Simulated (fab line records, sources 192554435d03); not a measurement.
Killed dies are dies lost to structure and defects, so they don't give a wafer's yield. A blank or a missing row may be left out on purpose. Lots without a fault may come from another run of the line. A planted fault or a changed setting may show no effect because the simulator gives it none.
Problem report in the 8D (eight disciplines) form, filled by code | flow n5_finfet | the parts of the form that need people (team, actions taken, sign-off) are left out

1. THE PROBLEM
oes_product_au at N5_SD_EPI_P_ETCH_37 reads a mean of 0.28 a.u. on 6 wafers of 2 lots; wafers without a fault read 0.68 a.u. with a standard deviation of 0.041. That is -9.7 standard deviations from the usual mean.
The step: etches SOC in N2/H2, overetch 108 nm, time 486 s.
First seen on wafer L238.2, day 4 03:58, on rie_diel-06. The record holds 24 wafers of 8 lots with a number at this step. Rule for "out", or "out of limits": more than 4 standard deviations from the usual mean. The other wafers with a number count as sound.

2. WHAT IT IS AND WHAT IT IS NOT
question                    | is                     | is not
which readings at this step | oes_product_au         | drypump_motor_current_A, rf_vpp_V, showerhead_plenum_p_Torr, throttle_valve_pct
which lots                  | L238, L239             | L235, L249, L252, L254, L256, L257
which wafers of those lots  | all that have a number | -
read on which tools         | rie_diel-06            | rie_diel-01
when                        | from day 4 03:58       | up to then (3 sound wafers); but 15 sound wafers of L249, L252, L254, L256, L257 came after

3. SUSPECTS, AND WHAT RULES EACH OUT
Counting: a tool at a process step up to the reading stays a suspect if it ran every lot that is out and no sound lot after the first of them.
- rie_diel-06 at N5_SD_EPI_P_ETCH_36 (etches SiARC in CF4, target depth 45.5 nm, time 75.8 s): ruled out as a lasting fault. Sound lots L249, L252, L256, L257 ran on it after its first lot that is out, L238 (day 4 03:55).
- rie_diel-06 at N5_SD_EPI_P_ETCH_37 (etches SOC in N2/H2, overetch 108 nm, time 486 s): ruled out as a lasting fault. Sound lots L249, L252, L256, L257 ran on it after its first lot that is out, L238 (day 4 03:58).
Left after counting: nothing in the record.

4. THE CAUSE (what the simulator had put in)
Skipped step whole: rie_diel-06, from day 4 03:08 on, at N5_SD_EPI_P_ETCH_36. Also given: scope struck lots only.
Counting ruled it out, wrongly.

5. THE CHAIN OF EFFECTS, in route order
Each row: a reading whose mean over the struck wafers that have a number lies more than 3 standard deviations from the usual. Only readings for which the record gives a usual standard deviation are gone through. hours: the time from each lot's start at the first step in this table that gives one to its start at this step, as a median over the lots. sigmas: the change in usual standard deviations.
hours | step                    | reading              | usual     | on struck wafers | change | sigmas
0     | N5_SD_EPI_P_ETCH_37     | oes_product_au       | 0.68 a.u. | 0.28             | -0.40  | -9.7
229   | N5_PASSIVATION_PROBE_49 | defect_limited_yield | 91.2 %    | 0.0              | -91.2  | -65
229   | N5_PASSIVATION_PROBE_49 | killed_at_front_end  | 40        | 1110             | +1070  | +89
229   | N5_PASSIVATION_PROBE_49 | killed_dies          | 103       | 1180             | +1077  | +63
229   | N5_PASSIVATION_PROBE_49 | killed_on_rim        | 14        | 152              | +138   | +31
229   | N5_PASSIVATION_PROBE_49 | sort_bin_5_function  | 5.1 %     | 96.5             | +91.5  | +96
229   | N5_PASSIVATION_PROBE_49 | sort_n_pass          | 1077      | 0                | -1077  | -63
229   | N5_PASSIVATION_PROBE_49 | sort_yield_pct       | 91.2 %    | 0.0              | -91.2  | -65
The process steps in it:
- N5_SD_EPI_P_ETCH_37: etches SOC in N2/H2, overetch 108 nm, time 486 s.
- N5_PASSIVATION_PROBE_49
Readings that are blank on the struck wafers while sound wafers have them: bias_w at N5_SD_EPI_P_ETCH_36; cf4_flow_sccm at N5_SD_EPI_P_ETCH_36; drypump_motor_current_A at N5_SD_EPI_P_ETCH_36; etch_rf_on_time_s at N5_SD_EPI_P_ETCH_36; mfc_ar_sccm at N5_SD_EPI_P_ETCH_36; oes_product_au at N5_SD_EPI_P_ETCH_36; rf_vpp_V at N5_SD_EPI_P_ETCH_36; showerhead_plenum_p_Torr at N5_SD_EPI_P_ETCH_36; and 1 more.

6. WHAT WOULD HAVE CAUGHT IT SOONER
In this record the first reading out of limits was taken at day 4 03:58, 1 hour after the fault began at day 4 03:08.
At N5_SD_EPI_P_ETCH_36 the tool's readings are blank on the struck wafers, where sound wafers have them: an empty tool record is the first sign, and it was there at once.
